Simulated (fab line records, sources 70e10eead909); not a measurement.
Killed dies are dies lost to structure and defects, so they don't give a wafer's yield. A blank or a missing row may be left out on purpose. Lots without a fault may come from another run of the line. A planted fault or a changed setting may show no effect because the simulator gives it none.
Problem report in the 8D (eight disciplines) form, filled by code | flow nand_harc | the parts of the form that need people (team, actions taken, sign-off) are left out

1. THE PROBLEM
thk_nm at NHARC_A_ONON_D2_THK_MEAS_30 reads a mean of 1506 nm on 4 wafers of 2 lots; wafers without a fault read 999 nm with a standard deviation of 9.5. That is +53 standard deviations from the usual mean.
The step: measures by ellipsometry.
First seen on wafer L903.2, day 19 22:18, on film_metro-01. The record holds 18 wafers of 6 lots with a number at this step. Rule for "out", or "out of limits": more than 4 standard deviations from the usual mean. The other wafers with a number count as sound.

2. WHAT IT IS AND WHAT IT IS NOT
question                    | is                             | is not
which readings at this step | thk_nm                         | -
which lots                  | L903, L907                     | L889, L890, L897, L909
which wafers of those lots  | L903.2, L903.4, L907.2, L907.4 | L903.5, L907.1
read on which gauges        | film_metro-01, film_metro-02   | -
when                        | from day 19 22:18              | up to then (10 sound wafers); but 4 sound wafers of L907, L909 came after

3. SUSPECTS, AND WHAT RULES EACH OUT
Counting: a tool at a process step up to the reading stays a suspect if it ran every lot that is out. Sound lots after the first of them don't rule it out here, since some wafers of a struck lot are sound.
- the gauge at NHARC_A_ONON_D2_THK_MEAS_30: ruled out. The wafers that are out were read on 2 gauges (film_metro-01, film_metro-02).
- pecvd_onon-04 at NHARC_A_ONON_D2_DEP_28 (target thk 1000 nm): kept. It ran every lot that is out, first L903 (day 19 21:51); its last sound lot up to then is L897 (day 17 07:07).
Left after counting: pecvd_onon-04 at NHARC_A_ONON_D2_DEP_28.

4. THE CAUSE (what the simulator had put in)
Process parameter drift: pecvd_onon-04, from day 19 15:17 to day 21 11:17, at NHARC_A_ONON_D2_DEP_28. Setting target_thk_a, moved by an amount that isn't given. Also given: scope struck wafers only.
Counting left only this tool.

5. THE CHAIN OF EFFECTS, in route order
Each row: a reading whose mean over the struck wafers that have a number lies more than 3 standard deviations from the usual. Only readings for which the record gives a usual standard deviation are gone through. hours: the time from each lot's start at the first step in this table that gives one to its start at this step, as a median over the lots. sigmas: the change in usual standard deviations.
hours | step                        | reading | usual  | on struck wafers | change | sigmas
0     | NHARC_A_ONON_D2_THK_MEAS_30 | thk_nm  | 999 nm | 1506             | +508   | +53

6. WHAT WOULD HAVE CAUGHT IT SOONER
In this record the first reading out of limits at a measuring or inspecting step was taken at day 19 22:18, 7 hours after the fault began at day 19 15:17.
Of the lots that are out (2), L907 began NHARC_A_ONON_D2_DEP_28 on pecvd_onon-04 after day 19 22:18. A hold on the tool at that time would have spared it.
